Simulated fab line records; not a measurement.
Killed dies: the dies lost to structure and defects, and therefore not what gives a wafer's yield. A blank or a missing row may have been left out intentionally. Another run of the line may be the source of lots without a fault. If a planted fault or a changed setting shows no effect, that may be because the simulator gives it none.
Matching of chambers -- flow n5Finfet -- N5_BEOL_M2_DEP_57 on pecvd-04: 3 sister chambers
The step deposits SiCN from 3MS/NH3, target thk 8 nm, time 14 s. 18 wafers are shown with their chamber, then 9 later ones without.

## WAFERS WITH THEIR CHAMBER
wafer,chamber,throttleValvePct (%),showerheadPlenumPTorr (Torr)
L076.1,2,9.7,3.675
L076.2,0,9.2,3.671
L076.3,1,10.3,3.689
L076.4,2,8.8,3.673
L076.5,0,9.1,3.661
L076.6,1,10.7,3.693
L075.2,0,9.3,3.665
L075.4,0,8.8,3.666
L075.6,2,9.3,3.669
L078.3,1,10.3,3.687
L078.4,2,9.0,3.665
L078.5,1,10.7,3.696
L074.1,1,10.8,3.689
L074.5,1,10.7,3.691
L074.6,2,9.3,3.655
L083.1,2,9.1,3.664
L083.2,1,10.6,3.702
L083.4,0,9.2,3.656

SIGNATURES, as means of the wafers listed above
reading,chamber 0,chamber 1,chamber 2,scatter within a chamber
throttleValvePct,9.120,10.586,9.200,0.242
showerheadPlenumPTorr,3.66380,3.69243,3.66683,0.00604
Rule: for a wafer and a chamber, the distance is found by dividing, reading by reading, the gap between the wafer's reading and the chamber's mean by the reading's scatter, squaring, summing and taking the root. If the next closest chamber is less than 2 further off than the closest, the wafer can't be placed; otherwise it belongs to the closest. The scatter is the square root of a quotient: the sum, over the shown wafers, of each reading's squared deviation from its chamber's mean, divided by wafers minus chambers.

## WAFERS WHOSE CHAMBER IS MISSING
wafer,throttleValvePct (%),showerheadPlenumPTorr (Torr)
L084.1,10.6,3.690
L084.2,9.1,3.669
L084.3,9.1,3.667
L084.4,9.3,3.668
L084.5,9.2,3.667
L084.6,10.6,3.689
L094.1,9.2,3.666
L094.2,9.1,3.653
L094.5,10.6,3.686

## WHICH CHAMBER EACH WENT THROUGH
wafer,from the rows above,in truth
L084.1,1,1
L084.2,can't be placed: 2 or 0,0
L084.3,can't be placed: 2 or 0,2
L084.4,can't be placed: 2 or 0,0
L084.5,can't be placed: 2 or 0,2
L084.6,1,1
L094.1,can't be placed: 2 or 0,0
L094.2,can't be placed: 0 or 2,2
L094.5,1,1
Placed correctly: 3 of 9. Unplaceable from these rows: 6, with the true chamber sitting among the candidates in 6. Wrongly placed: 0.
